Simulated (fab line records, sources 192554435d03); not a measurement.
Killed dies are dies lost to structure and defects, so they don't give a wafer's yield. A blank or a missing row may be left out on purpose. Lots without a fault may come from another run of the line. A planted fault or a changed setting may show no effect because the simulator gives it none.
Split-lot experiment | flow n5_finfet | 7 lots, 21 wafers read, on a route of 1938 steps

THE SPLIT
At N5_BEOL_M2_VIA_ETCH_34 (etches the open film in C4F6/O2, target depth 69.4 nm, time 65.9 s), the setting source_w was moved away from the recipe's 350 W on 9 of the 21 wafers read, by +7.6% to +16.5%. The other wafers ran this setting at the recipe's value.

The reading is taken at the split's own step.

THE READING
rf_vpp_V, in V, at N5_BEOL_M2_VIA_ETCH_34 (etches the open film in C4F6/O2, target depth 69.4 nm, time 65.9 s). Fault-free wafers of this fab line usually give 664 V, standard deviation 13 V.

wafer  | tool, chamber at the split | source_w as run, W | against the recipe | rf_vpp_V, V | against lot-mates on the recipe
L074.1 | rie_diel-03, 2             | 350                | recipe             | 652         | -
L074.3 | rie_diel-03, 3             | 350                | recipe             | 670         | -
L074.6 | rie_diel-03, 2             | 350                | recipe             | 652         | -
L080.2 | rie_diel-06, 3             | 350                | recipe             | 655         | -
L080.3 | rie_diel-06, 0             | 350                | recipe             | 658         | -
L080.5 | rie_diel-06, 0             | 350                | recipe             | 659         | -
L091.3 | rie_diel-02, 3             | 407.6              | +16.5%             | 614         | -45
L091.4 | rie_diel-02, 3             | 350                | recipe             | 659         | -
L091.5 | rie_diel-02, 0             | 407.6              | +16.5%             | 619         | -40
L089.2 | rie_diel-03, 3             | 403.6              | +15.3%             | 626         | -33
L089.4 | rie_diel-03, 0             | 403.6              | +15.3%             | 614         | -45
L089.6 | rie_diel-03, 0             | 350                | recipe             | 659         | -
L092.3 | rie_diel-06, 1             | 397.9              | +13.7%             | 650         | -43
L092.4 | rie_diel-06, 0             | 397.9              | +13.7%             | 620         | -73
L092.6 | rie_diel-06, 1             | 350                | recipe             | 693         | -
L093.1 | rie_diel-02, 3             | 397.2              | +13.5%             | 620         | -50
L093.4 | rie_diel-02, 1             | 350                | recipe             | 674         | -
L093.5 | rie_diel-02, 0             | 350                | recipe             | 665         | -
L097.1 | rie_diel-06, 1             | 350                | recipe             | 691         | -
L097.4 | rie_diel-06, 3             | 376.5              | +7.6%              | 631         | -60
L097.5 | rie_diel-06, 0             | 376.5              | +7.6%              | 635         | -56

THE FIT
A straight line over all 21 wafers: rf_vpp_V changes by -2.9 V for each +1% of source_w; r = -0.85; the points scatter about the line by 13 V.
The same after taking each lot's own level away (the mean of its wafers on the recipe; 21 wafers): -3.19 V for each +1%; r = -0.85; scatter 14 V.
On that fit, the largest move of source_w shifts the reading by 53 V.
The lots' own levels span 657.3 to 693.0 V, that is 2.7 times the standard deviation above.
So the lot-to-lot level changes the slope little: the two slopes agree.
Check: with one of the wafers moved furthest among these (+16.5%) left out of the fit, the line predicts -57.6 V for it against its lot-mates. It came out at -45 V against them.
Tool readings at the split's step, against how far the setting was moved: rf_vpp_V r = -0.85.

OTHER SPLITS ON THESE WAFERS
These wafers also went through other splits before the reading. Each is held against what the fit with the lots' levels taken away leaves over:
other split on the same wafers        | wafers away from the commonest value | r with rf_vpp_V (lot level and that fit taken away)
N5_GATE_CUT_DESCUM_18 time_s          | 8                                    | -0.15
N5_MOL_CONTACT_COAG_ETCH_15 source_w  | 8                                    | +0.07
N5_MOL_CONTACT_COAG_EXPOSE_37 dose_mj | 6                                    | +0.21
N5_MOL_CONTACT_COAG_DESCUM_45 time_s  | 9                                    | -0.01
N5_BEOL_M1_EXPOSE_25 dose_mj          | 8                                    | +0.56
N5_BEOL_M1_ETCH_70 bias_w             | 11                                   | -0.05

THE WHOLE CHAIN: every reading that the file lists as answering this split, in the file's order
step                   | what it does                                                       | reading                                                        | change (the file's fit)               | r (the file's)
N5_BEOL_M2_VIA_ETCH_34 | etches the open film in C4F6/O2, target depth 69.4 nm, time 65.9 s | rf_vpp_V                                                       | -3.42 V for each +1% of the setting   | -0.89
N5_BEOL_M2_VIA_ETCH_34 | etches the open film in C4F6/O2, target depth 69.4 nm, time 65.9 s | etch.depth_nm (the simulator's own value, which no gauge read) | +0.283 nm for each +1% of the setting | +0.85

THE FILE'S OWN FIT
rf_vpp_V changes by -3.42 V for each +1% of source_w, r = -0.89.
